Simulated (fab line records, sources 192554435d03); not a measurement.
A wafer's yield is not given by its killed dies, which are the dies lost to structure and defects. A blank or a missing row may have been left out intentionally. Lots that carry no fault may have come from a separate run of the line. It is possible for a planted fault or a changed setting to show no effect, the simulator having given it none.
Which tool was responsible? | flow n5 finfet | 45 wafers sampled from 15 lots at 1 step of a route of 1938

WHAT EACH GAUGE READ, for each wafer
N5_BEOL_M2_OVL_MEAS_12.
lot  | measured     | on         | M2_OVL (nm)
L200 | day 7 02:19  | overlay-02 | 0.0 -0.1 0.7
L202 | day 7 08:15  | overlay-01 | -0.1 0.7 0.8
L205 | day 8 20:35  | overlay-02 | -0.2 -0.4 0.3
L204 | day 8 20:57  | overlay-02 | 0.2 0.8 -0.2
L207 | day 8 21:43  | overlay-02 | -0.6 -0.2 0.1
L206 | day 8 21:56  | overlay-01 | 1.5 -0.1 1.0
L208 | day 9 03:22  | overlay-01 | 0.2 -0.4 -0.2
L210 | day 9 19:15  | overlay-01 | 0.0 0.2 0.1
L213 | day 10 07:33 | overlay-02 | -0.2 -0.6 0.5
L214 | day 11 01:34 | overlay-01 | 0.8 -0.2 0.2
L215 | day 11 02:32 | overlay-02 | -0.2 -0.6 0.0
L216 | day 11 19:26 | overlay-02 | -0.5 -0.8 0.4
L219 | day 12 11:58 | overlay-02 | 0.1 0.7 -0.5
L220 | day 12 20:18 | overlay-02 | 0.0 0.3 0.4
L221 | day 13 08:10 | overlay-02 | -0.9 -0.1 0.2

TOOL THAT RAN EACH LOT (tool first, then ch and the chambers of the sampled wafers, then the start)
There is no process step in the record ahead of these readings.

AS READ BY THE TOOLS THEMSELVES (means over the sampled wafers that have a number; for cases with no such wafer, the mark the record gives instead)
The record holds no such reading with a usual standard deviation.

THE ANSWER, worked out from the rows above alone
Rule: the usual values come from the lots themselves. Put in order of their means at a reading, lots are off if they are a third of the lots or fewer, leave a main group of 4 or more, and stand apart from it by a gap of 3 or more times the standard deviation of the main group's means; of several such gaps the widest counts. If all means in a main group match to the digits the tables above print for the reading, that group is not used. Also off: a lot with no number at a reading for which 4 or more lots have one. Where the step has rows for the other lots, those lots are counted as sound. After the gauges, taken in route order, come the tools' own readings; for these a lot's mean is taken, as printed above. At the first step where some lot is off, the reading lying furthest off is the one used; lots without a number count as furthest.
Nothing can be told from this: no lot is off at any reading shown.

WHAT THE SIMULATOR HAD INSERTED
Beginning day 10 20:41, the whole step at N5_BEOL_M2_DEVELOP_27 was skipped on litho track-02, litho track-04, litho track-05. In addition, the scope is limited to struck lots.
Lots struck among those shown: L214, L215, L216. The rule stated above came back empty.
